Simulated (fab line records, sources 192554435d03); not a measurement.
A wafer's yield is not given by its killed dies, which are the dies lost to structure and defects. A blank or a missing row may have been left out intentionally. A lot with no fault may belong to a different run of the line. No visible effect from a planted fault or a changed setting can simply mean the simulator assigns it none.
fab line records | flow n5Finfet
record: lots: 4 | wafers: 12 | lastDay: 18
route steps=1938 shown SD_EPI_P@296 BEOL_M4@1111 PASSIVATION@1936
lots that met no fault: from a run of the same line without faults
startH: the number of hours between the record's first day and the start of the first shown wafer of the lot | waitH: hours elapsed since this lot's preceding step | " as in the row above | L1.1+2: a row that stands for several wafers | - no value present, or no start provided | * or withheld: withheld | < > ~ a bound
route shown NAME@n: names a module that has steps shown in the file, with the first one's number in the route | usual: mean/standard deviation of fault-free wafers | same: alike in all rows | chamber/n: place in a boat | sites: the reading at each site | _std_site: the values' standard deviation | _edge_site: outer sites' mean less inner sites' | radiusMm: for every site, how far away it sits from the centre of the wafer | mask NAME#n: copy n | behind: the most recent tool/chamber to have shaped the wafer | hold: cause of the lot's hold/its duration in hours/its outcome | device: which transistor (n, p or np) failed to switch | end of line: tests run on the same wafers once the route is complete | step lacking rows: just its recipe | killed: at the first sort, the dies lost to defects and structure; wafer yield is something else | map: the dies of a wafer, with x for killed, . for not killed, _ for no die there
set.NAME: the setting the step ran with; set.NAME@STEP: the setting that earlier step ran with | model.NAME: the simulator's own value behind a step, which no gauge read
certain route steps with their lots: each step a table, each wafer a row
services: the hour from which a tool's chamber was out of use, counted from the record's first day as startH (under 0 if before that day), plus the number of hours and why
== steps ==
step: N5_SD_EPI_P_COAT_35
recipe: resist: SiARC | tempC: 220 | timeS: 60 | spinRpm: 1500 | resistThkNm: 35
step: N5_SD_EPI_P_COAT_03
recipe: resist: CAR-ArF-block | spinRpm: 1500 | resistThkNm: 150
step: N5_SD_EPI_P_EBR_05
recipe: solvent: PGMEA | ebrWidthMm: 1.5
step: N5_SD_EPI_P_SOFTBAKE_04
recipe: tempC: 110 | timeS: 60 | resist: CAR-ArF-block
step: N5_SD_EPI_P_EXPOSE_06
recipe: maskId: SD_P_BLK | na: 1.35 | sourceShape: conventional | sigmaOuter: 0.8 | polarization: unpolarized | targetCdNm: 240 | doseMj: 39.5
step: N5_SD_EPI_P_PEB_07
recipe: pebTempC: 110 | pebTimeS: 60 | resist: CAR-ArF-block
step: N5_SD_EPI_P_DEVELOP_08
recipe: developTimeS: 30 | developer: TMAH | resist: CAR-ArF-block | devTempC: 23 | rinseLiquid: diw | dry: airSpin
step: N5_SD_EPI_P_DESCUM_14
recipe: chemistry: O2 | timeS: 7.9 | sourcePowerW: 50 | biasPowerW: 20 | pressureMtorr: 20 | rfFrequencyHz: 2.712e+07 | tempC: 40 | resist: CAR-ArF-block | o2FlowSccm: 225
step: N5_SD_EPI_P_ETCH_36
recipe: chemistry: CF4 | target: SiARC | targetDepthA: 455 | maskMaterial: CAR-ArF-block | timeS: 75.8 | ionEnergyEv: 80 | pressureMtorr: 40 | sourceW: 545 | biasW: 36 | Ar_flow_sccm: 100 | cf4FlowSccm: 100 | ends: cleared
step: N5_SD_EPI_P_ETCH_37
recipe: chemistry: N2/H2 | target: SOC | overetchA: 1080 | maskMaterial: SiARC | tempC: 40 | ionEnergyEv: 100 | sourceW: 3000 | biasW: 133 | pressureMtorr: 20 | timeS: 486 | n2FlowSccm: 200 | h2FlowSccm: 200 | ends: endPoint
usual: biasW: 133.0/0.4 | chamberPressureMTorr: 20.001/0.017 | drypumpMotorCurrentA: 5.7/0.39 | oesProductAu: 0.69/0.063 | rfVppV: 240.8/1.6 | showerheadPlenumPTorr: 2.55/0.096 | throttleValvePct: 23.89/0.28
lot.wafer | tool       | chamber | startH | waitH | biasW | chamberPressureMTorr | drypumpMotorCurrentA | oesProductAu | rfHoursCounterH | rfVppV | showerheadPlenumPTorr | throttleValvePct | model.CAR-ArF-block_of_SD_EPI_P_COAT_03.thkNm | model.SiARC_of_SD_EPI_P_COAT_35.thkNm
L861.1    | rieDiel-03 | 1       | 120.26 | 0.0   | 133.4 | 19.998               | 5.7                  | 0.71         | 124             | 241.6  | 2.55                  | 23.51            | 0                                             | 19.2
L861.4    | "          | 2       | "      | "     | 133.3 | 20.021               | 6.1                  | 0.69         | 150             | 239.6  | 2.45                  | 23.99            | 0                                             | 19.6
L861.6    | "          | 3       | "      | "     | 132.9 | 20.012               | 5.5                  | 0.66         | -               | 242.8  | 2.65                  | 23.65            | 0                                             | 20
L866.2    | rieDiel-04 | 3       | 154.66 | 0.0   | -     | -                    | -                    | -            | -               | -      | -                     | -                | 110.2                                         | 35
L866.4    | "          | 2       | "      | "     | -     | -                    | -                    | -            | -               | -      | -                     | -                | 110                                           | 35.2
L866.6    | "          | 1       | "      | "     | -     | -                    | -                    | -            | -               | -      | -                     | -                | 110.4                                         | 35.2
L867.1    | rieDiel-03 | 1       | 154.92 | 0.0   | -     | -                    | -                    | -            | -               | -      | -                     | -                | 110.6                                         | 35
L867.2    | "          | 3       | "      | "     | -     | -                    | -                    | -            | -               | -      | -                     | -                | 110.6                                         | 35
L867.4    | "          | 2       | "      | "     | -     | -                    | -                    | -            | -               | -      | -                     | -                | 110.4                                         | 35
L873.1    | rieDiel-04 | 2       | 193.28 | 0.0   | 131.9 | 20.010               | 5.8                  | 0.66         | 167             | 239.9  | 2.52                  | 23.51            | 0                                             | 19.6
L873.4    | "          | 0       | "      | "     | 132.8 | 19.986               | 5.5                  | 0.63         | 222             | 238.2  | 2.41                  | 24.16            | 0                                             | 20.2
L873.6    | "          | 3       | "      | "     | 132.4 | 20.024               | 6.3                  | 0.76         | -               | 241.9  | 2.69                  | 24.11            | 0                                             | 20.2
step: N5_SD_EPI_P_STRIP_38
recipe: chemistry: N2/H2 | tempC: 40 | n2FlowSccm: 200 | h2FlowSccm: 200 | rfFrequencyHz: 6e+07
step: N5_SD_EPI_P_ETCHBACK_46
recipe: chemistry: CH3F/O2 | mode: anisotropicEtchback | target: SiNx | targetDepthA: 175 | stopOn: SiO2 | overEtchFrac: 0.3 | ionEnergyEv: 120 | pressureMtorr: 30 | sourceW: 395 | biasW: 73 | Ar_flow_sccm: 150 | CH3F_flow_sccm: 30 | O2_flow_sccm: 20
usual: drypumpMotorCurrentA: 5.7/0.39 | oesProductAu: 0.65/0.061 | rfVppV: 297/5.5 | showerheadPlenumPTorr: 2.01/0.076 | throttleValvePct: 16.41/0.16
lot.wafer | tool       | chamber | startH | waitH | drypumpMotorCurrentA | oesProductAu | rfHoursCounterH | rfVppV | showerheadPlenumPTorr | throttleValvePct
L861.1    | rieDiel-03 | 1       | 120.59 | 0.0   | 5.7                  | 0.68         | 124             | 306    | 2.02                  | 16.18
L861.4    | "          | 2       | "      | "     | 6.0                  | 0.66         | 150             | 297    | 1.91                  | 16.37
L861.6    | "          | 3       | "      | "     | 5.5                  | 0.62         | -               | 293    | 2.08                  | 16.33
L866.2    | rieDiel-04 | 3       | 154.99 | 0.0   | 6.3                  | 0.33         | 42              | 292    | 2.13                  | 16.30
L866.4    | "          | 2       | "      | "     | 5.8                  | 0.28         | 157             | 291    | 2.00                  | 16.36
L866.6    | "          | 1       | "      | "     | 5.2                  | 0.26         | -               | 301    | 2.07                  | 16.53
L867.1    | rieDiel-03 | 1       | 155.24 | 0.0   | 5.7                  | 0.29         | 134             | 305    | 2.02                  | 16.16
L867.2    | "          | 3       | "      | "     | 5.5                  | 0.27         | 177             | 292    | 2.07                  | 16.34
L867.4    | "          | 2       | "      | "     | 6.0                  | 0.29         | 161             | 297    | 1.91                  | 16.35
L873.1    | rieDiel-04 | 2       | 193.61 | 0.0   | 5.8                  | 0.63         | 167             | 290    | 2.00                  | 16.41
L873.4    | "          | 0       | "      | "     | 5.5                  | 0.61         | 222             | 293    | 1.90                  | 16.61
L873.6    | "          | 3       | "      | "     | 6.3                  | 0.73         | -               | 293    | 2.13                  | 16.38
step: N5_SD_EPI_P_ETCH_47
recipe: chemistry: CH3F/O2 | target: SiOCN | targetDepthA: 250 | maskMaterial: SOC | ionEnergyEv: 60 | biasW: 29 | pressureMtorr: 30 | sourceW: 410 | Ar_flow_sccm: 150 | CH3F_flow_sccm: 30 | O2_flow_sccm: 20
step: N5_SD_EPI_P_ETCH_16
recipe: chemistry: CHF3/O2 | target: SiO2 | targetDepthA: 50 | maskMaterial: SOC | pressureMtorr: 30 | sourceW: 650 | biasW: 170 | Ar_flow_sccm: 200 | CHF3_flow_sccm: 50 | O2_flow_sccm: 5 | ionEnergyEv: 200
usual: CHF3_flow_sccm: 49.98/0.16 | O2_flow_sccm: 5.002/0.015 | drypumpMotorCurrentA: 5.7/0.39 | oesProductAu: 0.76/0.074 | rfVppV: 523/9.8 | showerheadPlenumPTorr: 2.42/0.084 | throttleValvePct: 18.95/0.15
lot.wafer | tool       | chamber | startH | waitH | CHF3_flow_sccm | O2_flow_sccm | drypumpMotorCurrentA | oesProductAu | rfHoursCounterH | rfVppV | showerheadPlenumPTorr | throttleValvePct | model.SiARC_of_SD_EPI_P_COAT_35.thkNm
L861.1    | rieDiel-03 | 1       | 120.79 | 0.1   | 50.16          | 5.003        | 5.7                  | 0.80         | 124             | 539    | 2.43                  | 18.74            | 11
L861.4    | "          | 2       | "      | "     | 49.94          | 5.002        | 6.0                  | 0.77         | 150             | 525    | 2.31                  | 18.90            | 11.6
L861.6    | "          | 3       | "      | "     | 50.02          | 4.990        | 5.5                  | 0.73         | -               | 514    | 2.50                  | 18.86            | 12
L866.2    | rieDiel-04 | 3       | 155.19 | 0.1   | 50.07          | 4.982        | 6.3                  | 0.86         | 42              | 515    | 2.56                  | 18.91            | 27
L866.4    | "          | 2       | "      | "     | 50.07          | 4.978        | 5.8                  | 0.74         | 157             | 513    | 2.41                  | 18.91            | 27.2
L866.6    | "          | 1       | "      | "     | 49.97          | 4.988        | 5.2                  | 0.68         | -               | 531    | 2.49                  | 19.07            | 27.2
L867.1    | rieDiel-03 | 0       | 155.44 | 0.1   | 49.97          | 5.003        | 6.0                  | 0.85         | 46              | 542    | 2.35                  | 18.68            | 26.8
L867.2    | "          | 1       | "      | "     | 50.18          | 4.994        | 5.7                  | 0.79         | 135             | 538    | 2.43                  | 18.77            | 26.8
L867.4    | "          | 3       | "      | "     | 50.13          | 4.998        | 5.5                  | 0.71         | -               | 514    | 2.50                  | 18.89            | 27
L873.1    | rieDiel-04 | 2       | 193.81 | 0.1   | 50.05          | 5.000        | 5.8                  | 0.73         | 167             | 512    | 2.41                  | 18.91            | 11.6
L873.4    | "          | 0       | "      | "     | 49.80          | 4.985        | 5.5                  | 0.69         | 222             | 516    | 2.30                  | 19.17            | 12.4
L873.6    | "          | 3       | "      | "     | 49.99          | 4.988        | 6.3                  | 0.85         | -               | 515    | 2.55                  | 18.90            | 12.2
step: N5_SD_EPI_P_STRIP_50
recipe: chemistry: CHF3/O2 | resist: SiARC | rfFrequencyHz: 6e+07
step: N5_BEOL_M4_RC_MEAS_101
usual: DIBL_N: 36.0/1.8 | DIBL_P: 36.3/2.4 | IOFF_N: 0.16/0.035 | IOFF_P: 0.21/0.036 | ION_N: 673/13 | ION_P: 461/7.2 | SS_N: 71.4/0.6 | SS_P: 73.2/0.7 | VT_N: 250/4 | VT_P: -250.9/2.9
lot.wafer | tool      | chamber | startH | waitH | DIBL_N[mV/V] | DIBL_P[mV/V] | IOFF_N[nA/um] | IOFF_P[nA/um] | ION_N[uA/um] | ION_P[uA/um] | SS_N[mV/dec] | SS_P[mV/dec] | VT_N[mV] | VT_P[mV]
L861.1    | prober-01 | 0       | 227.24 | 0.0   | 35.5         | 36.2         | 0.13          | 0.20          | 670          | 459          | 70.3         | 73.5         | 254      | -251.5
L861.4    | "         | 0       | "      | "     | 38.4         | 39.8         | 0.18          | 0.28          | 664          | 463          | 71.5         | 73.8         | 253      | -247.4
L861.6    | "         | 0       | "      | "     | 36.6         | 36.9         | 0.13          | 0.22          | 661          | 456          | 70.8         | 73.2         | 253      | -249.7
L873.1    | prober-01 | 0       | 318.29 | 0.0   | 38.7         | 38.4         | 0.19          | 0.24          | 686          | 467          | 72.1         | 73.6         | 246      | -247.2
L873.4    | "         | 0       | "      | "     | 39.2         | 37.3         | 0.19          | 0.22          | 676          | 459          | 71.9         | 74.3         | 248      | -250.4
L873.6    | "         | 0       | "      | "     | 38.1         | 37.2         | 0.17          | 0.22          | 672          | 456          | 72.2         | 73.8         | 247      | -249.7
step: N5_PASSIVATION_PROBE_49
usual: defectLimitedYield: 91.2/1.4 | killed_at_M0_to_M3: 35/11 | killed_at_M4_up: 14/5.6 | killedAtContacts: 12/5.6 | killedAtFrontEnd: 38/11 | killedAtOther: 4/3.4 | killedDies: 103/17 | killedOnRim: 13/3.5 | killedOpen: 68/12 | killedShort: 33/8.8 | sort_bin_5_function: 5.1/0.89 | sort_bin_6_memory: 3.3/0.71 | sortNPass: 1077/17 | sortYieldPct: 91.2/1.4
same: grossDies: 1180 | killedAtBackSide: 0 | sort_bin_4_leakage[%]: 0 | sort_bin_8_speed[%]: 0
lot.wafer | tool      | chamber | startH | waitH | defectLimitedYield[%] | killed_at_M0_to_M3 | killed_at_M4_up | killedAtContacts | killedAtFrontEnd | killedAtOther | killedDies | killedOnRim | killedOpen | killedShort | sort_bin_5_function[%] | sort_bin_6_memory[%] | sortNPass | sortYieldPct[%]
L866.2    | prober-01 | -       | 391.01 | 0.1   | 0                     | 33                 | 17              | 15               | 1113             | 2             | 1180       | 152         | 67         | 35          | 96.4                   | 3.3                  | 0         | 0
L866.4    | prober-01 | -       | 391.11 | 0.2   | 0                     | 23                 | 19              | 16               | 1118             | 4             | 1180       | 152         | 82         | 26          | 95.9                   | 3.7                  | 0         | 0
L866.6    | prober-01 | -       | 391.21 | 0.3   | 0                     | 34                 | 20              | 17               | 1108             | 1             | 1180       | 152         | 76         | 39          | 96.2                   | 3.5                  | 0         | 0
L867.1    | prober-01 | -       | 395.17 | 0.7   | 0                     | 31                 | 15              | 12               | 1122             | 0             | 1180       | 152         | 62         | 23          | 96.4                   | 3.0                  | 0         | 0
L867.2    | prober-01 | -       | 395.22 | 0.8   | 0                     | 40                 | 21              | 10               | 1108             | 1             | 1180       | 152         | 82         | 36          | 95.2                   | 4.7                  | 0         | 0
L867.4    | prober-01 | -       | 395.32 | 0.9   | 0                     | 38                 | 18              | 8                | 1116             | 0             | 1180       | 152         | 67         | 30          | 96.3                   | 3.4                  | 0         | 0
killed by level:class
L866.2 SD_EPI_P:areaEtch=1077 MOL_CONTACT_COAG:geometricParticle:open=13 BEOL_M0_SAQP:geometricParticle:short=12 FIN_SAQP:geometricParticle:open=10 BEOL_M0_SAQP:geometricParticle:open=10 BEOL_M4:geometricParticle:short=9 BEOL_M3:geometricParticle:open=8 DUMMY_GATE:geometricParticle:open=7
L866.4 SD_EPI_P:areaEtch=1071 FIN_SAQP:geometricParticle:open=24 MOL_CONTACT_COAG:geometricParticle:open=15 BEOL_M0_SAQP:geometricParticle:open=10 FIN_SAQP:geometricParticle:short=8 BEOL_M4:geometricParticle:open=5 BEOL_M0_SAQP:geometricParticle:short=5 DUMMY_GATE:geometricParticle:open=4
L866.6 SD_EPI_P:areaEtch=1064 MOL_CONTACT_COAG:geometricParticle:open=16 FIN_SAQP:geometricParticle:short=13 BEOL_M0_SAQP:geometricParticle:open=12 BEOL_M0_SAQP:geometricParticle:short=9 STI_FIN_REVEAL:geometricParticle:open=7 BEOL_M4:geometricParticle:open=6 FIN_SAQP:geometricParticle:open=5
L867.1 SD_EPI_P:areaEtch=1094 MOL_CONTACT_COAG:geometricParticle:open=10 BEOL_M3:geometricParticle:open=10 BEOL_M4:geometricParticle:open=8 STI_FIN_REVEAL:geometricParticle:open=6 BEOL_M0_SAQP:geometricParticle:short=5 BEOL_M0:geometricParticle:open=5 FIN_SAQP:geometricParticle:open=4
L867.2 SD_EPI_P:areaEtch=1062 BEOL_M3:geometricParticle:open=14 STI_FIN_REVEAL:geometricParticle:open=13 BEOL_M4:geometricParticle:open=11 BEOL_M0_SAQP:geometricParticle:short=9 MOL_CONTACT_COAG:geometricParticle:open=7 BEOL_M1:geometricParticle:open=7 FIN_SAQP:geometricParticle:short=5
L867.4 SD_EPI_P:areaEtch=1082 BEOL_M1:geometricParticle:open=11 BEOL_M4:geometricParticle:open=9 STI_FIN_REVEAL:geometricParticle:open=7 GATE_CUT:geometricParticle:short=7 MOL_CONTACT_COAG:geometricParticle:open=7 BEOL_M0_SAQP:geometricParticle:open=6 FIN_SAQP:geometricParticle:open=5
map L866.2 (x killed, . not)
_________________xxxxxxxxxxxx________________
______________xxxxxxxxxxxxxxxxxx_____________
___________xxxxxxxxxxxxxxxxxxxxxxxx__________
__________xxxxxxxxxxxxxxxxxxxxxxxxxx_________
________xxxxxxxxxxxxxxxxxxxxxxxxxxxxxx_______
_______xxxxxxxxxxxxxxxxxxxxxxxxxxxxxxxx______
______xxxxxxxxxxxxxxxxxxxxxxxxxxxxxxxxxx_____
_____xxxxxxxxxxxxxxxxxxxxxxxxxxxxxxxxxxxx____
____xxxxxxxxxxxxxxxxxxxxxxxxxxxxxxxxxxxxxx___
___xxxxxxxxxxxxxxxxxxxxxxxxxxxxxxxxxxxxxxxx__
___xxxxxxxxxxxxxxxxxxxxxxxxxxxxxxxxxxxxxxxx__
__xxxxxxxxxxxxxxxxxxxxxxxxxxxxxxxxxxxxxxxxxx_
__xxxxxxxxxxxxxxxxxxxxxxxxxxxxxxxxxxxxxxxxxx_
_xxxxxxxxxxxxxxxxxxxxxxxxxxxxxxxxxxxxxxxxxxxx
_xxxxxxxxxxxxxxxxxxxxxxxxxxxxxxxxxxxxxxxxxxxx
_xxxxxxxxxxxxxxxxxxxxxxxxxxxxxxxxxxxxxxxxxxxx
_xxxxxxxxxxxxxxxxxxxxxxxxxxxxxxxxxxxxxxxxxxxx
_xxxxxxxxxxxxxxxxxxxxxxxxxxxxxxxxxxxxxxxxxxxx
_xxxxxxxxxxxxxxxxxxxxxxxxxxxxxxxxxxxxxxxxxxxx
_xxxxxxxxxxxxxxxxxxxxxxxxxxxxxxxxxxxxxxxxxxxx
_xxxxxxxxxxxxxxxxxxxxxxxxxxxxxxxxxxxxxxxxxxxx
__xxxxxxxxxxxxxxxxxxxxxxxxxxxxxxxxxxxxxxxxxx_
__xxxxxxxxxxxxxxxxxxxxxxxxxxxxxxxxxxxxxxxxxx_
___xxxxxxxxxxxxxxxxxxxxxxxxxxxxxxxxxxxxxxxx__
___xxxxxxxxxxxxxxxxxxxxxxxxxxxxxxxxxxxxxxxx__
____xxxxxxxxxxxxxxxxxxxxxxxxxxxxxxxxxxxxxx___
_____xxxxxxxxxxxxxxxxxxxxxxxxxxxxxxxxxxxx____
______xxxxxxxxxxxxxxxxxxxxxxxxxxxxxxxxxx_____
_______xxxxxxxxxxxxxxxxxxxxxxxxxxxxxxxx______
________xxxxxxxxxxxxxxxxxxxxxxxxxxxxxx_______
__________xxxxxxxxxxxxxxxxxxxxxxxxxx_________
___________xxxxxxxxxxxxxxxxxxxxxxxx__________
______________xxxxxxxxxxxxxxxxxx_____________
_________________xxxxxxxxxxxx________________
map L867.1 (x killed, . not)
_________________xxxxxxxxxxxx________________
______________xxxxxxxxxxxxxxxxxx_____________
___________xxxxxxxxxxxxxxxxxxxxxxxx__________
__________xxxxxxxxxxxxxxxxxxxxxxxxxx_________
________xxxxxxxxxxxxxxxxxxxxxxxxxxxxxx_______
_______xxxxxxxxxxxxxxxxxxxxxxxxxxxxxxxx______
______xxxxxxxxxxxxxxxxxxxxxxxxxxxxxxxxxx_____
_____xxxxxxxxxxxxxxxxxxxxxxxxxxxxxxxxxxxx____
____xxxxxxxxxxxxxxxxxxxxxxxxxxxxxxxxxxxxxx___
___xxxxxxxxxxxxxxxxxxxxxxxxxxxxxxxxxxxxxxxx__
___xxxxxxxxxxxxxxxxxxxxxxxxxxxxxxxxxxxxxxxx__
__xxxxxxxxxxxxxxxxxxxxxxxxxxxxxxxxxxxxxxxxxx_
__xxxxxxxxxxxxxxxxxxxxxxxxxxxxxxxxxxxxxxxxxx_
_xxxxxxxxxxxxxxxxxxxxxxxxxxxxxxxxxxxxxxxxxxxx
_xxxxxxxxxxxxxxxxxxxxxxxxxxxxxxxxxxxxxxxxxxxx
_xxxxxxxxxxxxxxxxxxxxxxxxxxxxxxxxxxxxxxxxxxxx
_xxxxxxxxxxxxxxxxxxxxxxxxxxxxxxxxxxxxxxxxxxxx
_xxxxxxxxxxxxxxxxxxxxxxxxxxxxxxxxxxxxxxxxxxxx
_xxxxxxxxxxxxxxxxxxxxxxxxxxxxxxxxxxxxxxxxxxxx
_xxxxxxxxxxxxxxxxxxxxxxxxxxxxxxxxxxxxxxxxxxxx
_xxxxxxxxxxxxxxxxxxxxxxxxxxxxxxxxxxxxxxxxxxxx
__xxxxxxxxxxxxxxxxxxxxxxxxxxxxxxxxxxxxxxxxxx_
__xxxxxxxxxxxxxxxxxxxxxxxxxxxxxxxxxxxxxxxxxx_
___xxxxxxxxxxxxxxxxxxxxxxxxxxxxxxxxxxxxxxxx__
___xxxxxxxxxxxxxxxxxxxxxxxxxxxxxxxxxxxxxxxx__
____xxxxxxxxxxxxxxxxxxxxxxxxxxxxxxxxxxxxxx___
_____xxxxxxxxxxxxxxxxxxxxxxxxxxxxxxxxxxxx____
______xxxxxxxxxxxxxxxxxxxxxxxxxxxxxxxxxx_____
_______xxxxxxxxxxxxxxxxxxxxxxxxxxxxxxxx______
________xxxxxxxxxxxxxxxxxxxxxxxxxxxxxx_______
__________xxxxxxxxxxxxxxxxxxxxxxxxxx_________
___________xxxxxxxxxxxxxxxxxxxxxxxx__________
______________xxxxxxxxxxxxxxxxxx_____________
_________________xxxxxxxxxxxx________________
== services ==
tool       | chamber | startH | hours | kind
rieDiel-04 | 3       | 116.29 | 12.9  | repair
rieDiel-04 | 0       | 176.83 | 7.2   | repair
== key ==
firstSign: step: N5_SD_EPI_P_ETCH_37 | reading: toolRecord | direction: missing
effect: step: N5_SD_EPI_P_ETCHBACK_46 | reading: oesProductAu | direction: down | sigmas: 6 | usual: 0.65 | struck: 0.29
effect: step: N5_PASSIVATION_PROBE_49 | reading: sort_bin_5_function | direction: up | sigmas: 99+ | usual: 5.1 | struck: 96.1
modelEffect: step: N5_SD_EPI_P_ETCH_37 | value: CAR-ArF-block_of_SD_EPI_P_COAT_03.thkNm | without: 0 | struck: 110.4
modelEffect: step: N5_SD_EPI_P_ETCH_16 | value: SiARC_of_SD_EPI_P_COAT_35.thkNm | without: 11.93 | struck: 27
moreKillsBornAt: N5_SD_EPI_P_ETCH_37@rieDiel-03: 3238 | N5_SD_EPI_P_ETCH_37@rieDiel-04: 3212
metAt N5_SD_EPI_P_ETCH_37
struckWafers L866.2,L866.4,L866.6,L867.1,L867.2,L867.4
laterRowsLeftOut L866.2,L866.4,L866.6,L867.1,L867.2,L867.4
onsetBetween 120.26 154.66
fault: kind: skippedStepWhole | tool: rieDiel-03,rieDiel-04 | chamber: - | onsetH: 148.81 | steps: N5_SD_EPI_P_ETCH_37 | scope: struckLotsOnly
laterRowsLeftOut: the simulator's readings of these wafers behind a module that went badly wrong aren't trusted and aren't shown, but for the sort
